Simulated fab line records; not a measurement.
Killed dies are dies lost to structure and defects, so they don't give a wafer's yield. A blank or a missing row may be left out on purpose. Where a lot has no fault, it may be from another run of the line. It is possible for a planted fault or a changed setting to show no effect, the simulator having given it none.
fab line records	flow n5-finfet
record: lots: 10	wafers: 30	last-day: 19
route steps=1938 shown BEOL_M15@1828 MIM_TOP@1837 MIM_TOP_ETCH@1851 PASSIVATION@1936
lots that met no fault: from a run of the same line without faults
start-h: start of the lot's first displayed wafer, in hours after the record's first day	wait-h: hours from the lot's prior step to this one	" unchanged from the row above	L1.1+2: one row covering several wafers at once	- no value, or no start was given	* or withheld: withheld	< > ~ a bound
route shown NAME@n: names a module that has steps shown in the file, with the first one's number in the route	usual: mean/standard deviation of fault-free wafers	same: alike in all rows	chamber/n: place in a boat	sites: each site's reading	_std_site: the values' standard deviation	_edge_site: outer sites' mean less inner sites'	radius-mm: for every site, how far away it sits from the centre of the wafer	mask NAME#n: copy n	behind: the most recent tool/chamber to have shaped the wafer	hold: reason for holding the lot/hours on hold/outcome of the hold	device: the transistor (n, p or np) that didn't switch	end of line: the route-end tests of the same wafers	a step given without rows: its recipe and nothing more	killed: dies that structure and defects cost at the first sort, which is not the same as the wafer's yield	map: per-die view of a wafer (x killed, . not killed, _ where there is no die)
set.NAME: the setting that was run; set.NAME@STEP: the one run at that earlier step	model.NAME: the simulator's own value behind a step, which no gauge read
steps of the route over a sample of lots; a table a step, a row a wafer
services: a tool's chamber out of use, with start hour (start-h, from the record's first day; less than 0 if before it), hours out, and reason
== steps ==
step: N5_BEOL_M15_RS_MEAS_54
recipe: thk-meas-gauge: four-point-probe	reads: Cu_of_BEOL_M15_ECD_47+Ta_of_BEOL_M15_SPUTTER_44+TaN_of_BEOL_M15_SPUTTER_43
usual: M15_RS: 0.0218/0.00046
lot.wafer	tool	chamber	start-h	wait-h	M15_RS[ohm/sq]
L989.2	film-metro-02	-	297.78	0.1	0.0220
L989.4	"	-	"	"	0.0216
L989.5	"	-	"	"	0.0222
L993.1	film-metro-01	-	323.87	0.0	0.0216
L993.4	"	-	"	"	0.0212
L993.5	"	-	"	"	0.0212
L996.3	film-metro-02	-	357.73	0.1	0.0215
L996.5	"	-	"	"	0.0217
L996.6	"	-	"	"	0.0224
L100.2	film-metro-01	-	363.43	0.1	0.0212
L100.5	"	-	"	"	0.0218
L100.6	"	-	"	"	0.0216
L102.2	film-metro-02	-	392.67	0.1	0.0218
L102.3	"	-	"	"	0.0224
L102.4	"	-	"	"	0.0225
L107.3	film-metro-02	-	403.74	0.1	0.0224
L107.4	"	-	"	"	0.0220
L107.6	"	-	"	"	0.0224
L106.1	film-metro-02	-	413.00	0.1	0.0230
L106.3	"	-	"	"	0.0223
L106.5	"	-	"	"	0.0223
L108.1	film-metro-01	-	423.23	0.0	0.0222
L108.2	"	-	"	"	0.0221
L108.5	"	-	"	"	0.0229
L109.1	film-metro-02	-	429.35	0.0	0.0218
L109.4	"	-	"	"	0.0219
L109.5	"	-	"	"	0.0207
L111.3	film-metro-02	-	436.00	0.1	0.0217
L111.4	"	-	"	"	0.0218
L111.5	"	-	"	"	0.0218
step: N5_MIM_TOP_DEGAS_04
recipe: ambient: vacuum	temp-c: 300	time-s: 60
usual: heater-power-w: 479/48
lot.wafer	tool	chamber	start-h	wait-h	heater-power-w
L989.2	pvd-sputter-02	-	301.02	-	496
L989.4	"	-	"	"	554
L989.5	"	-	"	"	511
L993.1	pvd-sputter-02	-	330.51	-	558
L993.4	"	-	"	"	427
L993.5	"	-	"	"	497
L996.3	pvd-sputter-02	-	361.06	-	550
L996.5	"	-	"	"	511
L996.6	"	-	"	"	436
L100.2	pvd-sputter-03	-	366.60	-	515
L100.5	"	-	"	"	512
L100.6	"	-	"	"	519
L102.2	pvd-sputter-03	-	395.40	-	414
L102.3	"	-	"	"	524
L102.4	"	-	"	"	518
L107.3	pvd-sputter-02	-	405.79	-	421
L107.4	"	-	"	"	493
L107.6	"	-	"	"	432
L106.1	pvd-sputter-02	-	416.28	-	483
L106.3	"	-	"	"	550
L106.5	"	-	"	"	500
L108.1	pvd-sputter-02	-	427.21	-	559
L108.2	"	-	"	"	431
L108.5	"	-	"	"	500
L109.1	pvd-sputter-01	-	431.63	-	503
L109.4	"	-	"	"	464
L109.5	"	-	"	"	495
L111.3	pvd-sputter-03	-	438.67	-	444
L111.4	"	-	"	"	513
L111.5	"	-	"	"	516
step: N5_MIM_TOP_ETCH_ETCH_00
recipe: chemistry: Cl2/BCl3	target: TiN	target-depth-a: 385	ion-energy-ev: 150	pressure-mtorr: 10	icp-w: 1000	bias-w: 126	Cl2_flow_sccm: 53.25	bcl3-flow-sccm: 21.75	Ar_flow_sccm: 25
usual: bcl3-flow-sccm: 21.76/0.065	chamber-pressure-mTorr: 10.000/0.0085	drypump-motor-current-A: 5.5/0.43	mfc-cl2-sccm: 53.25/0.16	oes_ar_750_au: 0.79/0.11	oes-product-au: 0.80/0.11	throttle-valve-pct: 22.77/0.22
lot.wafer	tool	chamber	start-h	wait-h	bcl3-flow-sccm	chamber-pressure-mTorr	drypump-motor-current-A	mfc-cl2-sccm	oes_ar_750_au	oes-product-au	rf-hours-counter-h	throttle-valve-pct
L989.2	rie-metal-02	0	301.62	0.1	21.82	10.008	5.2	52.91	0.96	0.97	1	22.66
L989.4	"	0	"	"	21.76	10.006	5.1	53.15	0.96	0.97	-	22.67
L989.5	"	0	"	"	21.75	9.997	5.1	53.00	0.95	0.97	-	22.67
L993.1	rie-metal-03	1	331.72	0.1	21.80	9.997	5.1	36.37	0.80	0.66	100	20.66
L993.4	"	1	"	"	21.85	10.007	5.1	36.49	0.80	0.66	-	20.67
L993.5	"	0	"	"	21.71	10.008	5.2	36.81	0.82	0.66	-	21.17
L996.3	rie-metal-03	0	361.83	0.1	21.81	9.993	5.2	36.62	0.81	0.66	-	21.17
L996.5	"	1	"	"	21.76	9.985	5.1	36.51	0.79	0.66	-	20.65
L996.6	"	0	"	"	21.87	10.010	5.3	36.43	0.81	0.65	-	21.14
L100.2	rie-metal-02	0	367.39	0.1	21.76	9.976	5.2	53.30	0.90	0.92	7	22.69
L100.5	"	1	"	"	21.73	9.999	6.2	53.56	0.77	0.77	-	22.87
L100.6	"	0	"	"	21.85	10.002	5.2	53.29	0.90	0.91	-	22.67
L102.2	rie-metal-02	1	396.01	0.1	21.83	9.995	6.1	52.98	0.76	0.77	39	22.88
L102.3	"	1	"	"	21.73	9.998	6.1	53.13	0.76	0.76	-	22.87
L102.4	"	0	"	"	21.63	9.984	5.1	53.52	0.88	0.90	-	22.68
L107.3	rie-metal-02	1	406.73	0.1	21.72	9.993	6.1	53.13	0.76	0.77	-	22.86
L107.4	"	0	"	"	21.63	9.996	5.2	53.39	0.87	0.89	-	22.70
L107.6	"	1	"	"	21.78	10.006	6.1	53.06	0.76	0.77	-	22.86
L106.1	rie-metal-03	1	417.05	0.2	21.78	10.007	5.1	53.44	0.97	0.97	2	22.41
L106.3	"	1	"	"	21.89	10.002	5.1	53.44	0.97	0.97	-	22.41
L106.5	"	1	"	"	21.85	10.007	5.1	53.35	0.97	0.98	-	22.43
L108.1	rie-metal-02	0	428.55	0.1	21.69	10.006	5.1	53.13	0.87	0.88	12	22.69
L108.2	"	1	"	"	21.79	10.006	6.1	53.27	0.75	0.76	42	22.87
L108.5	"	1	"	"	21.76	9.999	6.1	53.00	0.76	0.77	-	22.87
L109.1	rie-metal-02	1	432.41	0.1	21.88	9.994	6.1	53.29	0.75	0.76	42	22.87
L109.4	"	1	"	"	21.84	9.995	6.2	53.39	0.75	0.77	-	22.88
L109.5	"	1	"	"	21.81	9.999	6.2	53.70	0.76	0.76	-	22.87
L111.3	rie-metal-02	1	439.44	0.1	21.67	10.012	6.1	53.50	0.75	0.76	-	22.88
L111.4	"	0	"	"	21.78	10.000	5.2	53.35	0.85	0.88	-	22.72
L111.5	"	1	"	"	21.73	9.993	6.2	53.43	0.75	0.76	-	22.87
step: N5_MIM_TOP_ETCH_STRIP_01
recipe: chemistry: O2	power-w: 600	temp-c: 60	pressure-mtorr: 30	rf-frequency-hz: 6e+07	bias-power-w: 0	overash-fraction: 0.5	o2-flow-sccm: 225
usual: chamber-pressure-mTorr: 29.99/0.078	drypump-motor-current-A: 5.7/0.53	oes-product-au: 0.76/0.067	rf-vpp-V: 3.5/1.4	showerhead-plenum-p-Torr: 2.10/0.059	throttle-valve-pct: 16.73/0.24
lot.wafer	tool	chamber	start-h	wait-h	chamber-pressure-mTorr	drypump-motor-current-A	oes-product-au	rf-hours-counter-h	rf-vpp-V	showerhead-plenum-p-Torr	throttle-valve-pct
L989.2	rie-diel-01	1	301.76	0.1	30.04	5.8	0.68	229	4.6	2.00	16.89
L989.4	"	0	"	"	30.07	6.1	0.69	211	1.2	2.10	17.10
L989.5	"	2	"	"	30.12	5.9	0.76	-	1.2	2.20	16.88
L993.1	rie-diel-06	3	331.86	0.1	29.91	6.0	0.71	193	3.8	2.10	16.77
L993.4	"	1	"	"	29.91	5.2	0.84	60	2.4	2.13	16.79
L993.5	"	3	"	"	29.98	6.0	0.73	-	3.1	2.10	16.75
L996.3	rie-diel-01	3	361.94	0.1	29.94	6.2	0.80	96	1.8	2.04	16.45
L996.5	"	1	"	"	29.95	5.8	0.68	-	3.6	1.99	16.93
L996.6	"	2	"	"	30.09	5.9	0.75	-	3.7	2.20	16.92
L100.2	rie-diel-03	3	367.53	0.1	29.98	4.7	0.73	177	1.8	2.01	16.86
L100.5	"	3	"	"	29.98	4.7	0.72	-	3.7	2.01	16.82
L100.6	"	2	"	"	30.08	5.1	0.75	-	1.4	2.12	16.82
L102.2	rie-diel-06	2	396.16	0.1	29.97	5.9	0.69	222	3.5	2.14	16.67
L102.3	"	0	"	"	30.21	6.6	0.81	99	1.5	2.11	16.18
L102.4	"	1	"	"	30.04	5.2	0.80	79	3.7	2.12	16.82
L107.3	rie-diel-06	3	406.91	0.1	29.92	6.0	0.69	215	2.7	2.09	16.78
L107.4	"	1	"	"	30.15	5.2	0.80	85	4.5	2.12	16.84
L107.6	"	1	"	"	30.03	5.2	0.80	-	4.3	2.12	16.79
L106.1	rie-diel-06	1	417.34	0.2	29.99	5.2	0.81	90	2.1	2.12	16.83
L106.3	"	0	"	"	29.94	6.6	0.82	109	4.3	2.11	16.21
L106.5	"	2	"	"	29.85	6.0	0.69	-	3.1	2.14	16.65
L108.1	rie-diel-03	3	428.86	0.3	29.94	4.7	0.72	183	3.4	2.01	16.87
L108.2	"	0	"	"	30.00	5.5	0.84	67	4.1	2.12	16.58
L108.5	"	2	"	"	29.99	5.1	0.73	-	4.0	2.12	16.76
L109.1	rie-diel-06	0	432.56	0.1	30.13	6.6	0.78	117	4.7	2.10	16.22
L109.4	"	1	"	"	30.07	5.2	0.78	98	2.2	2.12	16.82
L109.5	"	2	"	"	29.94	6.0	0.69	-	8.2	2.14	16.71
L111.3	rie-diel-03	3	439.61	0.1	29.98	4.7	0.71	187	3.7	2.01	16.87
L111.4	"	2	"	"	30.04	5.1	0.74	147	6.3	2.12	16.80
L111.5	"	3	"	"	29.99	4.7	0.74	-	1.3	2.01	16.86
step: N5_PASSIVATION_PROBE_49
usual: defect-limited-yield: 91.6/1.4	killed_at_M0_to_M3: 35/10	killed_at_M4_up: 13/4.8	killed-at-contacts: 12/7.2	killed-at-front-end: 36/12	killed-at-other: 4/3.1	killed-dies: 100/17	killed-open: 66/13	killed-short: 32/7.3	sort_bin_4_leakage: 0.00/0.0099	sort_bin_5_function: 5.0/0.94	sort_bin_6_memory: 3.1/0.67	sort-n-pass: 1080/17	sort-yield-pct: 91.6/1.4
same: gross-dies: 1180	killed-at-back-side: 0	sort_bin_8_speed[%]: 0
lot.wafer	tool	chamber	start-h	wait-h	defect-limited-yield[%]	killed_at_M0_to_M3	killed_at_M4_up	killed-at-contacts	killed-at-front-end	killed-at-other	killed-dies	killed-open	killed-short	sort_bin_4_leakage[%]	sort_bin_5_function[%]	sort_bin_6_memory[%]	sort-n-pass	sort-yield-pct[%]
L989.2	prober-02	-	311.78	0.1	91.5	43	11	20	24	2	100	64	36	0	4.5	3.4	1080	91.5
L989.4	prober-02	-	311.88	0.2	90.9	47	14	8	35	3	107	69	38	0.08	5.3	3.7	1072	90.8
L989.5	prober-02	-	311.93	0.2	89.5	60	16	15	31	2	124	69	51	0	6.3	3.7	1056	89.5
L993.1	prober-02	-	356.02	0.0	93.2	34	6	17	18	5	80	43	36	0	4.2	2.4	1100	93.2
L993.4	prober-02	-	356.17	0.2	90.9	38	14	24	24	7	107	64	43	0	5.2	3.2	1073	90.9
L993.5	prober-02	-	356.22	0.2	89.7	38	11	35	31	6	121	82	38	0	5.7	4.3	1059	89.7
L996.3	prober-02	-	371.47	0.1	91.0	27	16	12	50	1	106	78	26	0	4.9	3.6	1074	91.0
L996.5	prober-02	-	371.57	0.2	89.7	34	20	10	52	6	122	88	32	0	5.6	4.4	1058	89.7
L996.6	prober-02	-	371.62	0.3	90.9	23	20	6	56	2	107	78	28	0	4.2	4.7	1073	90.9
L100.2	prober-02	-	377.10	0.4	91.6	46	14	7	26	6	99	62	36	0	5.0	3.2	1081	91.6
L100.5	prober-02	-	377.25	0.5	91.5	42	15	4	38	1	100	59	40	0	5.3	2.6	1080	91.5
L100.6	prober-02	-	377.30	0.6	92.6	42	9	4	28	4	87	61	26	0	4.2	3.1	1093	92.6
L102.2	prober-02	-	407.22	0.1	93.5	22	16	12	23	4	77	53	24	0	3.5	2.6	1103	93.5
L102.3	prober-02	-	407.27	0.1	92.7	32	18	15	19	2	86	60	26	0	4.2	3.0	1094	92.7
L102.4	prober-02	-	407.32	0.2	92.4	29	20	11	27	3	90	61	29	0	4.4	3.2	1090	92.4
L107.3	prober-01	-	418.66	0.1	92.1	41	16	5	29	2	93	65	28	0	4.7	3.0	1087	92.1
L107.4	prober-01	-	418.71	0.2	91.9	32	15	8	38	3	96	61	34	0	5.0	2.7	1084	91.9
L107.6	prober-01	-	418.81	0.3	92.9	28	14	6	34	2	84	56	28	0	3.7	3.1	1096	92.9
L106.1	prober-02	-	427.98	0.0	92.2	28	12	5	44	3	92	61	30	0	5.2	2.0	1088	92.2
L106.3	prober-02	-	428.08	0.1	92.0	37	16	13	25	3	94	61	33	0	4.9	2.7	1086	92.0
L106.5	prober-02	-	428.18	0.2	91.1	23	20	4	56	2	105	80	25	0	5.7	3.1	1075	91.1
L108.1	prober-02	-	438.54	0.0	94.6	23	9	6	25	1	64	44	20	0	3.0	1.9	1116	94.6
L108.2	prober-02	-	438.59	0.1	93.5	35	10	11	19	2	77	49	28	0	3.4	2.6	1103	93.5
L108.5	prober-02	-	438.74	0.2	92.8	38	9	5	31	2	85	56	29	0	3.4	3.6	1095	92.8
L109.1	prober-02	-	443.70	0.0	91.6	27	12	11	46	3	99	66	33	0	5.8	2.5	1081	91.6
L109.4	prober-02	-	443.85	0.2	87.4	38	26	17	63	5	149	95	54	0	7.2	5.0	1031	87.4
L109.5	prober-02	-	443.90	0.2	89.7	46	18	8	46	4	122	84	35	0	6.5	3.6	1058	89.7
L111.3	prober-02	-	448.85	0.1	92.1	22	17	19	32	3	93	62	30	0	4.5	3.1	1087	92.1
L111.4	prober-02	-	448.90	0.2	90.5	26	16	18	49	3	112	71	41	0	6.0	2.7	1068	90.5
L111.5	prober-02	-	448.95	0.2	90.0	50	16	21	23	8	118	83	35	0	5.8	3.7	1062	90.0
killed by level:class
L989.2 MOL_CONTACT_COAG:geometric-particle:open=15 BEOL_M0_SAQP:geometric-particle:short=10 BEOL_M0_SAQP:geometric-particle:open=7 BEOL_M1:geometric-particle:open=7 BEOL_M2:geometric-particle:short=6 MOL_CONTACT_COAG:geometric-particle:short=5 BEOL_M3:geometric-particle:open=5 STARTING-WAFER:geometric-particle:open=5
L989.4 BEOL_M0_SAQP:geometric-particle:open=10 BEOL_M0_SAQP:geometric-particle:short=10 BEOL_M1:geometric-particle:open=9 FIN_SAQP:geometric-particle:open=8 MOL_CONTACT_COAG:geometric-particle:open=8 BEOL_M4:geometric-particle:open=7 FIN_SAQP:geometric-particle:short=6 BEOL_M2:geometric-particle:open=6
L989.5 FIN_SAQP:geometric-particle:short=18 BEOL_M2:geometric-particle:open=14 BEOL_M0_SAQP:geometric-particle:short=13 MOL_CONTACT_COAG:geometric-particle:open=13 BEOL_M3:geometric-particle:open=10 BEOL_M0_SAQP:geometric-particle:open=8 BEOL_M2:geometric-particle:short=7 FIN_SAQP:geometric-particle:open=5
L993.1 MOL_CONTACT_COAG:geometric-particle:open=12 BEOL_M0_SAQP:geometric-particle:open=9 BEOL_M0_SAQP:geometric-particle:short=9 BEOL_M2:geometric-particle:open=6 MOL_CONTACT_COAG:geometric-particle:short=5 BEOL_M2:geometric-particle:short=5 STI_FIN_REVEAL:geometric-particle:open=4 MIM_TOP:geometric-particle:short=4
L993.4 MOL_CONTACT_COAG:geometric-particle:open=17 BEOL_M0_SAQP:geometric-particle:open=13 BEOL_M0_SAQP:geometric-particle:short=9 BEOL_M2:geometric-particle:open=9 MOL_CONTACT_COAG:geometric-particle:short=7 STARTING-WAFER:geometric-particle:short=6 FIN_SAQP:geometric-particle:open=5 BEOL_M5:geometric-particle:short=5
L993.5 MOL_CONTACT_COAG:geometric-particle:open=25 STI_FIN_REVEAL:geometric-particle:open=19 BEOL_M0_SAQP:geometric-particle:open=11 MOL_CONTACT_COAG:geometric-particle:short=10 BEOL_M0_SAQP:geometric-particle:short=9 BEOL_M2:geometric-particle:open=7 BEOL_M1:geometric-particle:open=4 BEOL_M5:geometric-particle:open=4
L996.3 STI_FIN_REVEAL:geometric-particle:open=17 MOL_CONTACT_COAG:geometric-particle:open=10 BEOL_M2:geometric-particle:open=7 BEOL_M4:geometric-particle:open=7 FIN_SAQP:geometric-particle:short=6 FIN_SAQP:geometric-particle:open=6 DUMMY_GATE:geometric-particle:open=4 BEOL_M0:geometric-particle:open=4
L996.5 STI_FIN_REVEAL:geometric-particle:open=13 BEOL_M4:geometric-particle:open=12 DUMMY_GATE:geometric-particle:open=11 MOL_CONTACT_COAG:geometric-particle:open=9 BEOL_M1:geometric-particle:open=9 FIN_SAQP:geometric-particle:short=7 BEOL_M2:geometric-particle:short=6 FIN_SAQP:geometric-particle:open=5
L996.6 STI_FIN_REVEAL:geometric-particle:open=20 BEOL_M4:geometric-particle:open=14 BEOL_M2:geometric-particle:open=8 FIN_SAQP:geometric-particle:short=7 ILD0:geometric-particle:open=5 BEOL_M0_SAQP:geometric-particle:open=5 FIN_SAQP:geometric-particle:open=4 STI_FIN_REVEAL:geometric-particle:short=4
L100.2 BEOL_M3:geometric-particle:open=14 BEOL_M0_SAQP:geometric-particle:short=13 BEOL_M0_SAQP:geometric-particle:open=10 BEOL_M4:geometric-particle:open=8 FIN_SAQP:geometric-particle:short=7 MOL_CONTACT_COAG:geometric-particle:open=6 FIN_SAQP:geometric-particle:open=5 BEOL_M3:geometric-particle:short=3
L100.5 BEOL_M0_SAQP:geometric-particle:short=13 FIN_SAQP:geometric-particle:short=10 BEOL_M4:geometric-particle:open=9 BEOL_M0_SAQP:geometric-particle:open=7 BEOL_M2:geometric-particle:open=7 FIN_SAQP:geometric-particle:open=6 BEOL_M0:geometric-particle:open=5 STARTING-WAFER:geometric-particle:open=5
L100.6 BEOL_M2:geometric-particle:open=19 ILD0:geometric-particle:short=6 BEOL_M0:geometric-particle:open=6 BEOL_M3:geometric-particle:open=6 DUMMY_GATE:geometric-particle:open=5 BEOL_M0_SAQP:geometric-particle:short=4 FIN_SAQP:geometric-particle:open=3 BEOL_M7:geometric-particle:open=3
L102.2 MOL_CONTACT_COAG:geometric-particle:open=9 BEOL_M0_SAQP:geometric-particle:short=8 BEOL_M1:geometric-particle:open=6 BEOL_M4:geometric-particle:open=6 BEOL_M0_SAQP:geometric-particle:open=4 FIN_SAQP:geometric-particle:open=3 FIN_CUT:geometric-particle:open=3 STI_FIN_REVEAL:geometric-particle:open=3
L102.3 MOL_CONTACT_COAG:geometric-particle:open=15 BEOL_M4:geometric-particle:open=11 BEOL_M0_SAQP:geometric-particle:short=8 BEOL_M0_SAQP:geometric-particle:open=6 BEOL_M0:geometric-particle:open=5 BEOL_M2:geometric-particle:open=5 FIN_SAQP:geometric-particle:open=4 STI_FIN_REVEAL:geometric-particle:short=3
L102.4 BEOL_M4:geometric-particle:open=14 MOL_CONTACT_COAG:geometric-particle:open=10 BEOL_M0_SAQP:geometric-particle:open=9 BEOL_M1:geometric-particle:open=6 FIN_SAQP:geometric-particle:short=5 BEOL_M2:geometric-particle:open=5 BEOL_M0_SAQP:geometric-particle:short=4 STARTING-WAFER:geometric-particle:short=4
L107.3 BEOL_M0_SAQP:geometric-particle:open=12 BEOL_M4:geometric-particle:open=9 GATE_CUT:geometric-particle:short=7 BEOL_M0_SAQP:geometric-particle:short=7 BEOL_M1:geometric-particle:open=7 BEOL_M2:geometric-particle:open=6 STI_FIN_REVEAL:geometric-particle:open=5 BEOL_M2:geometric-particle:short=5
L107.4 BEOL_M0_SAQP:geometric-particle:open=8 BEOL_M4:geometric-particle:open=8 FIN_SAQP:geometric-particle:open=7 FIN_SAQP:geometric-particle:short=6 GATE_CUT:geometric-particle:short=6 BEOL_M0_SAQP:geometric-particle:short=5 MOL_CONTACT_COAG:geometric-particle:open=5 BEOL_M2:geometric-particle:open=5
L107.6 STI_FIN_REVEAL:geometric-particle:open=12 BEOL_M1:geometric-particle:open=9 BEOL_M2:geometric-particle:open=7 BEOL_M4:geometric-particle:open=7 MOL_CONTACT_COAG:geometric-particle:open=5 STARTING-WAFER:geometric-particle:short=5 BEOL_M0_SAQP:geometric-particle:short=4 BEOL_M1:geometric-particle:short=4
L106.1 BEOL_M2:geometric-particle:open=12 STI_FIN_REVEAL:geometric-particle:open=10 GATE_CUT:geometric-particle:short=8 BEOL_M0_SAQP:geometric-particle:open=6 DUMMY_GATE:geometric-particle:open=5 FIN_SAQP:geometric-particle:short=4 MOL_CONTACT_COAG:geometric-particle:open=4 GATE_CUT:geometric-particle:open=4
L106.3 BEOL_M2:geometric-particle:open=10 MOL_CONTACT_COAG:geometric-particle:open=9 STI_FIN_REVEAL:geometric-particle:open=7 BEOL_M0_SAQP:geometric-particle:open=7 GATE_CUT:geometric-particle:short=5 BEOL_M4:geometric-particle:open=5 MOL_CONTACT_COAG:geometric-particle:short=4 BEOL_M0_SAQP:geometric-particle:short=4
L106.5 STI_FIN_REVEAL:geometric-particle:open=23 BEOL_M4:geometric-particle:open=12 FIN_SAQP:geometric-particle:open=11 BEOL_M0_SAQP:geometric-particle:open=7 STI_FIN_REVEAL:geometric-particle:short=5 GATE_CUT:geometric-particle:short=4 BEOL_M0_SAQP:geometric-particle:short=4 BEOL_M2:geometric-particle:open=4
L108.1 FIN_SAQP:geometric-particle:open=7 FIN_SAQP:geometric-particle:short=6 BEOL_M1:geometric-particle:open=6 MOL_CONTACT_COAG:geometric-particle:open=5 BEOL_M0_SAQP:geometric-particle:open=5 BEOL_M0_SAQP:geometric-particle:short=4 BEOL_M3:geometric-particle:open=3 BEOL_M7:geometric-particle:open=3
L108.2 BEOL_M0_SAQP:geometric-particle:open=11 MOL_CONTACT_COAG:geometric-particle:open=9 FIN_SAQP:geometric-particle:short=5 BEOL_M0_SAQP:geometric-particle:short=5 BEOL_M3:geometric-particle:open=5 BEOL_M2:geometric-particle:open=4 BEOL_M5:geometric-particle:open=4 FIN_SAQP:geometric-particle:open=3
L108.5 BEOL_M0_SAQP:geometric-particle:open=12 BEOL_M2:geometric-particle:open=8 FIN_SAQP:geometric-particle:short=8 BEOL_M0_SAQP:geometric-particle:short=7 FIN_SAQP:geometric-particle:open=4 DUMMY_GATE:geometric-particle:open=4 BEOL_M1:geometric-particle:open=4 BEOL_M5:geometric-particle:open=4
L109.1 FIN_SAQP:geometric-particle:short=14 MOL_CONTACT_COAG:geometric-particle:open=11 FIN_SAQP:geometric-particle:open=7 GATE_CUT:geometric-particle:short=7 STI_FIN_REVEAL:geometric-particle:open=6 BEOL_M0_SAQP:geometric-particle:open=6 BEOL_M1:geometric-particle:open=6 BEOL_M2:geometric-particle:open=6
L109.4 BEOL_M4:geometric-particle:open=16 MOL_CONTACT_COAG:geometric-particle:open=13 STI_FIN_REVEAL:geometric-particle:open=12 BEOL_M0_SAQP:geometric-particle:short=11 FIN_SAQP:geometric-particle:short=10 FIN_SAQP:geometric-particle:open=8 BEOL_M2:geometric-particle:open=7 STI_FIN_REVEAL:geometric-particle:short=6
L109.5 BEOL_M1:geometric-particle:open=17 BEOL_M4:geometric-particle:open=9 FIN_SAQP:geometric-particle:short=7 BEOL_M0_SAQP:geometric-particle:open=7 BEOL_M3:geometric-particle:open=7 BEOL_M1:geometric-particle:short=7 FIN_SAQP:geometric-particle:open=5 STI_FIN_REVEAL:geometric-particle:open=5
L111.3 MOL_CONTACT_COAG:geometric-particle:open=13 FIN_SAQP:geometric-particle:open=7 GATE_CUT:geometric-particle:open=6 MOL_CONTACT_COAG:geometric-particle:short=6 BEOL_M2:geometric-particle:open=5 BEOL_M0_SAQP:geometric-particle:short=5 STARTING-WAFER:geometric-particle:open=5 BEOL_M0:geometric-particle:open=4
L111.4 MOL_CONTACT_COAG:geometric-particle:open=15 FIN_SAQP:geometric-particle:short=11 BEOL_M1:geometric-particle:open=9 GATE_CUT:geometric-particle:short=8 BEOL_M4:geometric-particle:open=8 FIN_SAQP:geometric-particle:open=7 GATE_CUT:geometric-particle:open=6 BEOL_M0_SAQP:geometric-particle:short=6
L111.5 MOL_CONTACT_COAG:geometric-particle:open=18 BEOL_M0_SAQP:geometric-particle:short=12 BEOL_M0_SAQP:geometric-particle:open=11 BEOL_M0:geometric-particle:open=10 BEOL_M3:geometric-particle:open=6 FIN_SAQP:geometric-particle:open=5 STI_FIN_REVEAL:geometric-particle:open=5 MIM_TOP:geometric-particle:open=5
== services ==
tool	chamber	start-h	hours	kind
rie-diel-03	-	281.46	14.6	pm
rie-diel-03	0	348.81	7.2	repair
pvd-sputter-02	-	375.57	6.0	repair
pvd-sputter-03	-	378.12	2.5	repair
rie-diel-01	1	381.93	-	clean
rie-diel-01	1	381.93	-	consumable-replace:focus-ring
rie-diel-01	1	381.93	-	consumable-replace:showerhead
rie-diel-01	1	381.93	34.8	scheduled-down
rie-diel-01	1	381.93	34.8	vent-cycle
rie-metal-03	1	385.20	-	clean
rie-metal-03	1	385.20	16.9	scheduled-down
rie-metal-03	1	385.20	16.9	vent-cycle
rie-diel-06	3	390.17	4.9	repair
rie-metal-03	0	402.09	-	clean
rie-metal-03	0	402.09	23.5	scheduled-down
rie-metal-03	0	402.09	23.5	vent-cycle
rie-diel-01	0	412.31	8.5	repair
pvd-sputter-01	-	414.55	1.5	repair
rie-diel-01	0	420.85	-	clean
rie-diel-01	0	420.85	-	consumable-replace:focus-ring
rie-diel-01	0	420.85	14.2	scheduled-down
rie-diel-01	0	420.85	14.2	vent-cycle
== key ==
first-sign: step: N5_MIM_TOP_ETCH_ETCH_00	reading: mfc-cl2-sccm	direction: down	sigmas: 99+	usual: 53.25	struck: 36.54
effect: step: N5_MIM_TOP_ETCH_ETCH_00	reading: throttle-valve-pct	direction: down	sigmas: 8.4	usual: *	struck: *
met-at N5_MIM_TOP_ETCH_ETCH_00
struck-lots L993,L996
not-acting-at N5_BEOL_M15_RS_MEAS_54,N5_MIM_TOP_DEGAS_04,N5_MIM_TOP_ETCH_STRIP_01
fault: kind: process-parameter-drift	tool: rie-metal-03	chamber: -	onset-h: 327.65	steps: N5_MIM_TOP_ETCH_ETCH_00	channel: Cl2_flow_sccm	offset: -16.761	shape: step	end-h: 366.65	acts-in: these-recipes-only	stated: 53.25
